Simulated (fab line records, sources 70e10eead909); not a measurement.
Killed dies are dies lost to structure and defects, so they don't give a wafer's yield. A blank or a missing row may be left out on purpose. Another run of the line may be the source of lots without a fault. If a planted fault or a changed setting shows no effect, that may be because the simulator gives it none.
Matching of chambers ; flow nand_harc ; cmp-02 running NHARC_A_M1_CMP_23: 4 sister chambers
The step polishes, t overpolish 20 s, target thk 154.34 nm. 17 wafers are shown with their chamber, then 8 later ones without.

WAFERS, EACH WITH ITS CHAMBER
wafer;chamber;time_to_endpoint_s (s);motor_current_A (A)
L779.2;1;26;13.4
L779.4;0;33;12.4
L779.6;2;25;12.9
L782.3;2;25;12.4
L782.4;0;32;12.9
L782.6;0;34;12.8
L788.1;3;28;12.1
L788.3;0;34;12.3
L788.6;2;33;12.4
L787.1;3;29;12.8
L787.5;2;29;12.2
L787.6;3;27;12.2
L790.4;1;25;13.3
L790.5;2;25;12.0
L790.6;1;26;13.3
L792.2;1;27;13.3
L792.4;0;34;12.8

SIGNATURES (averages over the wafers above)
reading;chamber 0;chamber 1;chamber 2;chamber 3;scatter within a chamber
time_to_endpoint_s;33.40;26.00;27.40;28.00;2.12
motor_current_A;12.640;13.325;12.380;12.367;0.282
Rule: a wafer's distance from a chamber is the root of the sum, over the readings, of the square of ((its reading less the chamber's mean) divided by the reading's scatter). If the next closest chamber is less than 2 further off than the closest, the wafer can't be placed; otherwise it belongs to the closest. The scatter is the square root of a quotient: the sum, over the shown wafers, of each reading's squared deviation from its chamber's mean, divided by wafers minus chambers.

WAFERS WITH NO CHAMBER GIVEN
wafer;time_to_endpoint_s (s);motor_current_A (A)
L792.5;27;12.4
L793.3;17;12.9
L797.1;28;13.3
L797.3;25;11.8
L797.5;25;12.3
L796.1;31;12.9
L796.2;26;12.1
L796.4;29;12.3

WHICH CHAMBER EACH ONE RAN IN
wafer;from the rows above;in truth
L792.5;can't be placed: 2 or 3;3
L793.3;can't be placed: 1 or 2 or 3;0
L797.1;1;1
L797.3;can't be placed: 2 or 3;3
L797.5;can't be placed: 2 or 3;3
L796.1;can't be placed: 0 or 3 or 2 or 1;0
L796.2;can't be placed: 2 or 3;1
L796.4;can't be placed: 3 or 2 or 0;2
1 of 8 placed correctly. Cannot be placed on the basis of these rows: 7; the candidates contain the true chamber in 5. Placed wrongly: 0.
